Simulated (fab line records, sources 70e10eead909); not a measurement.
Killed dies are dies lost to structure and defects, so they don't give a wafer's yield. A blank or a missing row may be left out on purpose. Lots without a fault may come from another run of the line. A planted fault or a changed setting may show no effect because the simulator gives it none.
Which tool did it? | flow nand_harc | 13 lots, 39 wafers sampled, at 4 steps of a route of 1302

WHAT THE GAUGES READ, wafer by wafer
The record holds no reading of a measuring or inspecting step that can be judged against a usual standard deviation.

WHICH TOOL RAN EACH LOT (tool, then ch and the chambers of the sampled wafers, then the start)
lot  | NHARC_A_CHANNEL_HOLE_D2_ETCH_23  | NHARC_A_CHANNEL_HOLE_D2_ETCH_24  | NHARC_A_CHANNEL_FILL_D2_ETCHBACK_19 | NHARC_A_CHANNEL_FILL_D2_STRIP_28
L252 | har_etch-01 ch 0,1, day 12 19:16 | har_etch-01 ch 0,1, day 12 19:59 | rie_si-02 ch 0,2,3, day 14 01:56    | rie_diel-01 ch 0,1,3, day 14 02:09
L253 | har_etch-02 ch 0,1, day 13 15:08 | har_etch-02 ch 0,1, day 13 15:51 | rie_si-02 ch 2,3, day 14 20:05      | rie_diel-11 ch 0,2,3, day 14 20:18
L254 | har_etch-02 ch 0,1, day 14 07:28 | har_etch-02 ch 0,1, day 14 08:10 | rie_si-03 ch 0,1, day 15 12:41      | rie_diel-01 ch 0,3, day 15 12:55
L255 | har_etch-01 ch 0,1, day 14 07:54 | har_etch-01 ch 0,1, day 14 08:37 | rie_si-02 ch 1,3, day 15 12:42      | rie_diel-12 ch 2,3, day 15 12:56
L256 | har_etch-02 ch 0,1, day 15 16:39 | har_etch-02 ch 0,1, day 15 17:22 | rie_si-03 ch 0,2, day 16 21:16      | rie_diel-12 ch 1,2, day 16 21:32
L258 | har_etch-01 ch 0,1, day 16 08:20 | har_etch-01 ch 0,1, day 16 09:02 | rie_si-06 ch 2,3, day 17 12:14      | rie_diel-01 ch 2,3, day 17 12:28
L263 | har_etch-01 ch 0,1, day 17 21:28 | har_etch-01 ch 0,1, day 17 22:11 | rie_si-02 ch 0,3, day 19 01:40      | rie_diel-01 ch 0,3, day 19 01:53
L268 | har_etch-02 ch 0,1, day 20 04:03 | har_etch-02 ch 0,1, day 20 04:44 | rie_si-03 ch 0,2,3, day 21 08:45    | rie_diel-12 ch 0,2,3, day 21 08:56
L269 | har_etch-01 ch 0,1, day 20 05:11 | har_etch-01 ch 0,1, day 20 05:53 | rie_si-02 ch 0,1,3, day 21 08:44    | rie_diel-01 ch 0,1,2, day 21 08:58
L271 | har_etch-01 ch 0,1, day 21 01:46 | har_etch-01 ch 0,1, day 21 02:28 | rie_si-06 ch 0,1,2, day 22 05:23    | rie_diel-01 ch 0,1,3, day 22 05:35
L273 | har_etch-02 ch 0,1, day 22 14:32 | har_etch-02 ch 0,1, day 22 15:14 | rie_si-03 ch 0,1,2, day 23 19:17    | rie_diel-12 ch 0,1,3, day 23 19:29
L275 | har_etch-01 ch 0,1, day 22 17:05 | har_etch-01 ch 0,1, day 22 17:47 | rie_si-02 ch 0,2,3, day 23 19:15    | rie_diel-01 ch 0,2,3, day 23 19:28
L274 | har_etch-01 ch 0, day 22 21:21   | har_etch-01 ch 0, day 22 22:04   | rie_si-06 ch 0,1,2, day 23 23:35    | rie_diel-12 ch 1,2,3, day 23 23:47
- NHARC_A_CHANNEL_HOLE_D2_ETCH_23: etches the open film in C4F8/O2/Ar, time 819 s, target depth 1600 nm.
- NHARC_A_CHANNEL_HOLE_D2_ETCH_24: etches the open film in C4F8/O2/Ar, time 906.2 s, target depth 1500 nm.
- NHARC_A_CHANNEL_FILL_D2_ETCHBACK_19: etches the open film in HBr/Cl2, target depth 5 nm, time 1.7 s.
- NHARC_A_CHANNEL_FILL_D2_STRIP_28: strips in O2, time 20 s.

WHAT THE TOOLS THEMSELVES READ (means of the sampled wafers that have a number; where no wafer has one, the mark that the record gives instead)
NHARC_A_CHANNEL_HOLE_D2_ETCH_23. Usual: chamber_pressure_mTorr 19.998 mTorr, standard deviation 0.017; drypump_motor_current_A 5.46 A, standard deviation 0.3; showerhead_plenum_p_Torr 3.63 Torr, standard deviation 0.13; throttle_valve_pct 32.155 %, standard deviation 0.0078.
lot  | tool        | chamber_pressure_mTorr (mTorr) | drypump_motor_current_A (A) | showerhead_plenum_p_Torr (Torr) | throttle_valve_pct (%) | flag
L252 | har_etch-01 | 19.994                         | 5.35                        | 3.60                            | 32.158                 |
L253 | har_etch-02 | 19.999                         | 5.37                        | 3.64                            | 32.153                 |
L254 | har_etch-02 | 20.003                         | 5.53                        | 3.68                            | 32.157                 |
L255 | har_etch-01 | 19.986                         | 5.57                        | 3.56                            | 32.157                 |
L256 | har_etch-02 | 19.990                         | 5.38                        | 3.63                            | 32.153                 |
L258 | har_etch-01 | 19.999                         | 5.57                        | 3.55                            | 32.156                 |
L263 | har_etch-01 | 20.000                         | 5.58                        | 3.53                            | 32.156                 |
L268 | har_etch-02 | 20.016                         | 5.52                        | 3.76                            | 32.151                 |
L269 | har_etch-01 | 19.988                         | 5.58                        | 3.51                            | 32.155                 |
L271 | har_etch-01 | 19.989                         | 5.57                        | 3.51                            | 32.155                 |
L273 | har_etch-02 | 19.991                         | 5.55                        | 3.74                            | 32.158                 |
L275 | har_etch-01 | 19.995                         | 5.58                        | 3.50                            | 32.153                 |
L274 | har_etch-01 | 19.997                         | 5.12                        | 3.55                            | 32.151                 |

NHARC_A_CHANNEL_HOLE_D2_ETCH_24. Usual: chamber_pressure_mTorr 20.002 mTorr, standard deviation 0.018; drypump_motor_current_A 5.46 A, standard deviation 0.3; showerhead_plenum_p_Torr 3.63 Torr, standard deviation 0.13; throttle_valve_pct 32.235 %, standard deviation 0.0093.
lot  | tool        | chamber_pressure_mTorr (mTorr) | drypump_motor_current_A (A) | showerhead_plenum_p_Torr (Torr) | throttle_valve_pct (%) | flag
L252 | har_etch-01 | 20.002                         | 5.35                        | 3.59                            | 32.239                 |
L253 | har_etch-02 | 20.003                         | 5.38                        | 3.63                            | 32.232                 |
L254 | har_etch-02 | 19.984                         | 5.54                        | 3.68                            | 32.239                 |
L255 | har_etch-01 | 19.996                         | 5.58                        | 3.55                            | 32.224                 |
L256 | har_etch-02 | 20.006                         | 5.38                        | 3.62                            | 32.236                 |
L258 | har_etch-01 | 19.985                         | 5.59                        | 3.54                            | 32.241                 |
L263 | har_etch-01 | 20.011                         | 5.57                        | 3.53                            | 32.240                 |
L268 | har_etch-02 | 19.981                         | 5.54                        | 3.75                            | 32.240                 |
L269 | har_etch-01 | 19.982                         | 5.58                        | 3.51                            | 32.235                 |
L271 | har_etch-01 | 20.010                         | 5.58                        | 3.50                            | 32.235                 |
L273 | har_etch-02 | 19.997                         | 5.54                        | 3.74                            | 32.230                 |
L275 | har_etch-01 | 20.006                         | 5.57                        | 3.49                            | 32.221                 |
L274 | har_etch-01 | 19.993                         | 5.13                        | 3.54                            | 32.235                 |

NHARC_A_CHANNEL_FILL_D2_ETCHBACK_19. Usual: chamber_pressure_mTorr 14.998 mTorr, standard deviation 0.013; drypump_motor_current_A 5.5 A, standard deviation 0.51; oes_product_au 0.997 a.u., standard deviation 0.014; throttle_valve_pct 26.406 %, standard deviation 0.0091.
lot  | tool      | chamber_pressure_mTorr (mTorr) | drypump_motor_current_A (A) | oes_product_au (a.u.) | throttle_valve_pct (%) | flag
L252 | rie_si-02 | 15.004                         | 5.2                         | 1.008                 | 26.410                 |
L253 | rie_si-02 | 15.006                         | 5.4                         | 1.002                 | 26.405                 |
L254 | rie_si-03 | 14.996                         | 5.4                         | 0.990                 | 26.409                 |
L255 | rie_si-02 | 14.995                         | 5.3                         | 1.003                 | 26.398                 |
L256 | rie_si-03 | 15.008                         | 5.8                         | 0.979                 | 26.401                 |
L258 | rie_si-06 | 14.995                         | 4.9                         | 0.991                 | 26.412                 |
L263 | rie_si-02 | 15.008                         | 5.2                         | 1.009                 | 26.408                 |
L268 | rie_si-03 | 14.988                         | 6.1                         | 0.894                 | 26.402                 | OFF
L269 | rie_si-02 | 15.001                         | 5.3                         | 1.011                 | 26.404                 |
L271 | rie_si-06 | 15.009                         | 5.4                         | 0.994                 | 26.399                 |
L273 | rie_si-03 | 14.988                         | 5.8                         | 0.988                 | 26.396                 |
L275 | rie_si-02 | 14.980                         | 5.2                         | 1.001                 | 26.408                 |
L274 | rie_si-06 | 15.003                         | 5.4                         | 0.994                 | 26.410                 |

NHARC_A_CHANNEL_FILL_D2_STRIP_28. Usual: chamber_pressure_mTorr 60.00 mTorr, standard deviation 0.054; drypump_motor_current_A 5.8 A, standard deviation 0.48; oes_product_au 1.000 a.u., standard deviation 0.011; rf_vpp_V 57.8 V, standard deviation 0.96; showerhead_plenum_p_Torr 3.56 Torr, standard deviation 0.14; throttle_valve_pct 17.036 %, standard deviation 0.0087.
lot  | tool        | chamber_pressure_mTorr (mTorr) | drypump_motor_current_A (A) | oes_product_au (a.u.) | rf_vpp_V (V) | showerhead_plenum_p_Torr (Torr) | throttle_valve_pct (%) | flag
L252 | rie_diel-01 | 60.01                          | 5.8                         | 1.001                 | 57.1         | 3.59                            | 17.034                 |
L253 | rie_diel-11 | 60.01                          | 5.9                         | 0.985                 | 57.9         | 3.57                            | 17.039                 |
L254 | rie_diel-01 | 60.02                          | 5.3                         | 0.987                 | 58.2         | 3.56                            | 17.032                 |
L255 | rie_diel-12 | 59.96                          | 5.7                         | 1.008                 | 58.3         | 3.61                            | 17.034                 |
L256 | rie_diel-12 | 60.01                          | 5.8                         | 1.017                 | 58.0         | 3.70                            | 17.033                 |
L258 | rie_diel-01 | 60.01                          | 6.1                         | 1.004                 | 58.3         | 3.52                            | 17.042                 |
L263 | rie_diel-01 | 60.00                          | 5.9                         | 1.003                 | 57.8         | 3.59                            | 17.035                 |
L268 | rie_diel-12 | 60.00                          | 5.8                         | 1.000                 | 58.1         | 3.56                            | 17.029                 |
L269 | rie_diel-01 | 60.04                          | 5.6                         | 1.005                 | 57.1         | 3.48                            | 17.039                 |
L271 | rie_diel-01 | 59.91                          | 5.8                         | 1.011                 | 57.6         | 3.59                            | 17.040                 |
L273 | rie_diel-12 | 60.01                          | 5.8                         | 0.994                 | 59.4         | 3.58                            | 17.041                 |
L275 | rie_diel-01 | 59.96                          | 5.6                         | 1.009                 | 57.6         | 3.48                            | 17.028                 |
L274 | rie_diel-12 | 59.97                          | 5.8                         | 0.998                 | 58.0         | 3.66                            | 17.033                 |

THE ANSWER, worked out from the rows above alone
Rule: a lot is off if the mean of its wafers that have a number lies more than 3 standard deviations from the usual mean. A lot without any number at a reading at which 4 lots or more have one is off too. The other lots that the step has rows for count as sound. The gauges are gone through in route order, then the tools' own readings, and for those a lot's mean is taken as printed above. The first step at which some lot is off is used, and at that step the reading that is off furthest; a lot without a number counts as furthest.
Off: L268, at NHARC_A_CHANNEL_FILL_D2_ETCHBACK_19 (oes_product_au).
A tool fits if, at that step or a process step before it, it ran every lot that is off, and no sound lot after the first of them. None of those tried fits.

WHAT THE SIMULATOR HAD PUT IN
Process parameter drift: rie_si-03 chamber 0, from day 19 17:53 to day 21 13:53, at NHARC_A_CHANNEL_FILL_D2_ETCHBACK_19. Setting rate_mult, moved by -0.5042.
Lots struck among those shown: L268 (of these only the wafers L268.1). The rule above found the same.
